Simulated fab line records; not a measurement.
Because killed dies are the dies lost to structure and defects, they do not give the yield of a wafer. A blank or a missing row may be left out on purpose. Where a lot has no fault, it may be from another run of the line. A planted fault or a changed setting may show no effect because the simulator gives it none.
Split-lot trial + flow n5-finfet + 21 wafers read across 7 lots, on a route 1938 steps long

THE SPLIT ITSELF
At N5_MOL_CONTACT_COAG_ETCH_47 (etches SiNx in CH3F/O2, stops on W, target depth 27 nm), the setting source-w was moved away from the recipe's 395 W on 3 of the 21 wafers read, by -13.3% to -5.5%. For the rest of the wafers, this setting stayed at what the recipe calls for.

The reading comes from the split's own step.

THE READING
rf-vpp-V, in V, at N5_MOL_CONTACT_COAG_ETCH_47 (etches SiNx in CH3F/O2, stops on W, target depth 27 nm). Typical for fault-free wafers on this fab line: 297.5 V, with standard deviation 2.1 V.

| wafer  | tool, chamber at the split | source-w as run, W | against the recipe | rf-vpp-V, V | against lot-mates on the recipe |
|--------|----------------------------|--------------------|--------------------|-------------|---------------------------------|
| L074.3 | rie-diel-01, 3             | 395                | recipe             | 298.6       | -                               |
| L074.5 | rie-diel-01, 1             | 395                | recipe             | 300.2       | -                               |
| L074.6 | rie-diel-01, 2             | 342.3              | -13.3%             | 319.3       | +19.9                           |
| L077.1 | rie-diel-02, 0             | 395                | recipe             | 301.0       | -                               |
| L077.4 | rie-diel-02, 0             | 395                | recipe             | 300.9       | -                               |
| L077.5 | rie-diel-02, 2             | 395                | recipe             | 297.4       | -                               |
| L086.1 | rie-diel-01, 1             | 395                | recipe             | 298.8       | -                               |
| L086.3 | rie-diel-01, 3             | 395                | recipe             | 299.5       | -                               |
| L086.6 | rie-diel-01, 3             | 395                | recipe             | 297.8       | -                               |
| L087.1 | rie-diel-06, 1             | 373.3              | -5.5%              | 305.5       | +8.8                            |
| L087.2 | rie-diel-06, 2             | 373.3              | -5.5%              | 301.4       | +4.7                            |
| L087.6 | rie-diel-06, 1             | 395                | recipe             | 296.7       | -                               |
| L091.3 | rie-diel-06, 0             | 395                | recipe             | 298.3       | -                               |
| L091.4 | rie-diel-06, 1             | 395                | recipe             | 297.5       | -                               |
| L091.6 | rie-diel-06, 1             | 395                | recipe             | 297.0       | -                               |
| L093.1 | rie-diel-01, 0             | 395                | recipe             | 296.9       | -                               |
| L093.2 | rie-diel-01, 2             | 395                | recipe             | 297.7       | -                               |
| L093.4 | rie-diel-01, 1             | 395                | recipe             | 299.3       | -                               |
| L094.2 | rie-diel-02, 2             | 395                | recipe             | 296.0       | -                               |
| L094.4 | rie-diel-02, 1             | 395                | recipe             | 293.8       | -                               |
| L094.6 | rie-diel-02, 2             | 395                | recipe             | 296.6       | -                               |

FIT RESULTS
A straight line over all 21 wafers: rf-vpp-V changes by -1.46 V for each +1% of source-w; r = -0.92; the points scatter about the line by 2.1 V.
The same after taking each lot's own level away (the mean of its wafers on the recipe; 21 wafers): -1.43 V for each +1%; r = -0.97; scatter 1.3 V.
That fit puts the effect of the largest move of source-w on the reading at 19 V.
From 295.47 to 299.77 V: that is the span of the lots' own levels, equal to 2.0 times the standard deviation above.
So the lot-to-lot level changes the slope little: the two slopes agree.
Check: for one of the wafers moved furthest among these (-13.3%), held out of the fit, the line's prediction against its lot-mates is +16.4 V. It came out at +19.9 V against them.
Tool readings at the split's step, against how far the setting was moved: rf-vpp-V r = -0.92.

OTHER SPLITS ON THESE WAFERS
These wafers also went through other splits before the reading. Each is held against what the fit with the lots' levels taken away leaves over:
| other split on the same wafers | wafers away from the commonest value | r with rf-vpp-V (lot level and that fit taken away) |
|--------------------------------|--------------------------------------|-----------------------------------------------------|
| N5_SDB_ETCH_17 bias-w          | 6                                    | +0.27                                               |
| N5_HKMG_FIN_ETCH_58 source-w   | 11                                   | -0.13                                               |
| N5_GATE_CUT_DESCUM_18 time-s   | 4                                    | +0.32                                               |

FILE'S OWN FIT
rf-vpp-V changes by -1.45 V for each +1% of source-w, r = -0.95.
